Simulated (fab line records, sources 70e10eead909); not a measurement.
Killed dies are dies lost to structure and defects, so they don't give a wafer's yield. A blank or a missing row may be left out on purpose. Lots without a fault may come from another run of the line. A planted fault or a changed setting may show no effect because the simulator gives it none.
Which tool did it? | flow nand_harc | 13 lots, 39 wafers sampled, at 4 steps of a route of 1159

WHAT THE GAUGES READ, wafer by wafer
NHARC_P_BONDPAD_CD_MEAS_09: target cd 500 nm. Usual: cd_nm 499.8 nm, standard deviation 1.5.
lot  | measured     | on        | cd_nm (nm)        | flag
L924 | day 6 19:48  | cd_sem-03 | 500.5 499.3 500.0 |
L925 | day 6 20:53  | cd_sem-03 | 499.1 497.6 499.6 |
L926 | day 7 03:05  | cd_sem-02 | 499.5 499.5 501.3 |
L927 | day 7 15:27  | cd_sem-03 | 501.2 498.5 499.1 |
L929 | day 7 23:26  | cd_sem-03 | 498.4 501.1 501.4 |
L930 | day 8 02:08  | cd_sem-02 | 500.1 496.9 498.3 |
L931 | day 8 08:44  | cd_sem-03 | 498.7 499.8 500.7 |
L932 | day 8 20:56  | cd_sem-02 | 500.6 499.6 499.9 |
L933 | day 8 21:25  | cd_sem-03 | 501.7 501.5 500.4 |
L938 | day 10 10:46 | cd_sem-01 | 501.5 501.5 501.8 |
L941 | day 11 02:05 | cd_sem-02 | 502.2 501.6 500.4 |
L944 | day 11 16:57 | cd_sem-02 | 497.5 495.3 498.2 |
L945 | day 12 01:07 | cd_sem-03 | 497.0 497.6 499.0 |

WHICH TOOL RAN EACH LOT (tool, then ch and the chambers of the sampled wafers, then the start)
lot  | NHARC_P_M2_PVD_21                       | NHARC_P_M2_ANNEAL_31             | NHARC_P_BONDPAD_EXPOSE_06
L924 | pvd_sputter-01, day 6 17:04 or earlier  | rtp_anneal-02 ch 0, day 6 17:04  | krf_scanner-01 ch 0, day 6 19:38
L925 | pvd_sputter-02, day 6 18:14 or earlier  | rtp_anneal-02 ch 0, day 6 18:14  | krf_scanner-02 ch 0, day 6 20:43
L926 | pvd_sputter-02, day 7 00:34 or earlier  | rtp_anneal-01 ch 0, day 7 00:34  | krf_scanner-04 ch 0, day 7 02:56
L927 | pvd_sputter-01, day 7 12:51 or earlier  | rtp_anneal-01 ch 0, day 7 12:51  | krf_scanner-02 ch 0, day 7 15:18
L929 | pvd_sputter-02, day 7 20:58 or earlier  | rtp_anneal-02 ch 0, day 7 20:58  | krf_scanner-01 ch 0, day 7 23:17
L930 | pvd_sputter-03, day 7 23:29 or earlier  | rtp_anneal-02 ch 0, day 7 23:29  | krf_scanner-02 ch 0, day 8 01:59
L931 | pvd_sputter-02, day 8 06:07 or earlier  | rtp_anneal-02 ch 0, day 8 06:07  | krf_scanner-02 ch 0, day 8 08:35
L932 | pvd_sputter-01, day 8 18:23 or earlier  | rtp_anneal-01 ch 0, day 8 18:23  | krf_scanner-01 ch 0, day 8 20:47
L933 | pvd_sputter-01, day 8 18:49 or earlier  | rtp_anneal-01 ch 0, day 8 18:49  | krf_scanner-02 ch 0, day 8 21:16
L938 | pvd_sputter-03, day 10 08:09 or earlier | rtp_anneal-01 ch 0, day 10 08:09 | krf_scanner-02 ch 0, day 10 10:37
L941 | pvd_sputter-02, day 10 23:19 or earlier | rtp_anneal-02 ch 0, day 10 23:19 | krf_scanner-02 ch 0, day 11 01:55
L944 | pvd_sputter-02, day 11 14:21 or earlier | rtp_anneal-02 ch 0, day 11 14:21 | krf_scanner-04 ch 0, day 11 16:48
L945 | pvd_sputter-03, day 11 22:32 or earlier | rtp_anneal-02 ch 0, day 11 22:32 | krf_scanner-04 ch 0, day 12 00:58
- NHARC_P_M2_PVD_21: deposits Cu, target thk 30 nm, time 20.49 s.
- NHARC_P_M2_ANNEAL_31: time 90 s.
- NHARC_P_BONDPAD_EXPOSE_06: exposes mask P BPAD.

WHAT THE TOOLS THEMSELVES READ (means of the sampled wafers that have a number; where no wafer has one, the mark that the record gives instead)
NHARC_P_M2_PVD_21. Usual: chamber_pressure_pa 5.000 Pa, standard deviation 0.01; throttle_valve_pct 30.4 %, standard deviation 1.2.
lot  | tool           | chamber_pressure_pa (Pa) | throttle_valve_pct (%) | flag
L924 | pvd_sputter-01 | 4.999                    | 30.7                   |
L925 | pvd_sputter-02 | 5.011                    | 30.6                   |
L926 | pvd_sputter-02 | 4.994                    | 30.6                   |
L927 | pvd_sputter-01 | 5.005                    | 30.8                   |
L929 | pvd_sputter-02 | 5.010                    | 30.2                   |
L930 | pvd_sputter-03 | 4.999                    | 29.2                   |
L931 | pvd_sputter-02 | 4.998                    | 30.1                   |
L932 | pvd_sputter-01 | 4.998                    | 31.8                   |
L933 | pvd_sputter-01 | 5.004                    | 30.8                   |
L938 | pvd_sputter-03 | 4.995                    | 28.9                   |
L941 | pvd_sputter-02 | 5.007                    | 30.6                   |
L944 | pvd_sputter-02 | 5.004                    | 29.5                   |
L945 | pvd_sputter-03 | 4.994                    | 29.1                   |

NHARC_P_M2_ANNEAL_31. Usual: wafer_temp_C_max 225.82, standard deviation 0.23.
lot  | tool          | wafer_temp_C_max | flag
L924 | rtp_anneal-02 | 225.91           |
L925 | rtp_anneal-02 | 225.74           |
L926 | rtp_anneal-01 | 226.24           |
L927 | rtp_anneal-01 | 225.51           |
L929 | rtp_anneal-02 | 225.56           |
L930 | rtp_anneal-02 | 225.51           |
L931 | rtp_anneal-02 | 225.81           |
L932 | rtp_anneal-01 | 225.86           |
L933 | rtp_anneal-01 | 225.92           |
L938 | rtp_anneal-01 | 225.77           |
L941 | rtp_anneal-02 | 225.56           |
L944 | rtp_anneal-02 | 225.91           |
L945 | rtp_anneal-02 | 226.09           |

NHARC_P_BONDPAD_EXPOSE_06. Usual: exposure_dose_mJ_cm2 37.03, standard deviation 0.04.
lot  | tool           | exposure_dose_mJ_cm2 | flag
L924 | krf_scanner-01 | 36.96                |
L925 | krf_scanner-02 | 37.04                |
L926 | krf_scanner-04 | 37.05                |
L927 | krf_scanner-02 | 37.02                |
L929 | krf_scanner-01 | 36.99                |
L930 | krf_scanner-02 | 36.99                |
L931 | krf_scanner-02 | 37.07                |
L932 | krf_scanner-01 | 37.03                |
L933 | krf_scanner-02 | 37.04                |
L938 | krf_scanner-02 | 39.01                | OFF
L941 | krf_scanner-02 | 38.62                | OFF
L944 | krf_scanner-04 | 37.05                |
L945 | krf_scanner-04 | 37.01                |

THE ANSWER, worked out from the rows above alone
Rule: a lot is off if the mean of its wafers that have a number lies more than 3 standard deviations from the usual mean. A lot without any number at a reading at which 4 lots or more have one is off too. The other lots that the step has rows for count as sound. The gauges are gone through in route order, then the tools' own readings, and for those a lot's mean is taken as printed above. The first step at which some lot is off is used, and at that step the reading that is off furthest; a lot without a number counts as furthest.
Off: L938, L941, at NHARC_P_BONDPAD_EXPOSE_06 (exposure_dose_mJ_cm2).
A tool fits if, at that step or a process step before it, it ran every lot that is off, and no sound lot after the first of them. NHARC_P_M2_PVD_21 gives no start for some lots, so the hours and the order of its lots are those of NHARC_P_M2_ANNEAL_31. One fits: krf_scanner-02 at NHARC_P_BONDPAD_EXPOSE_06. Its last sound lot is L933 (day 8 21:16), its first lot that is off L938 (day 10 10:37): a fault that began between those two fits.
The tool's own readings at NHARC_P_BONDPAD_EXPOSE_06 bear it out: on the lots that are off they differ by more than 5 times the standard deviation of the sound lots' means. exposure_dose_mJ_cm2 reads 38.81 there against 37.02 on the sound lots.

WHAT THE SIMULATOR HAD PUT IN
Process parameter drift: krf_scanner-02, from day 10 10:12 on, at NHARC_P_BONDPAD_EXPOSE_06. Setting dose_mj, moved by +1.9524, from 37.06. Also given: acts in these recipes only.
Lots struck among those shown: L938, L941. The rule above found the same.
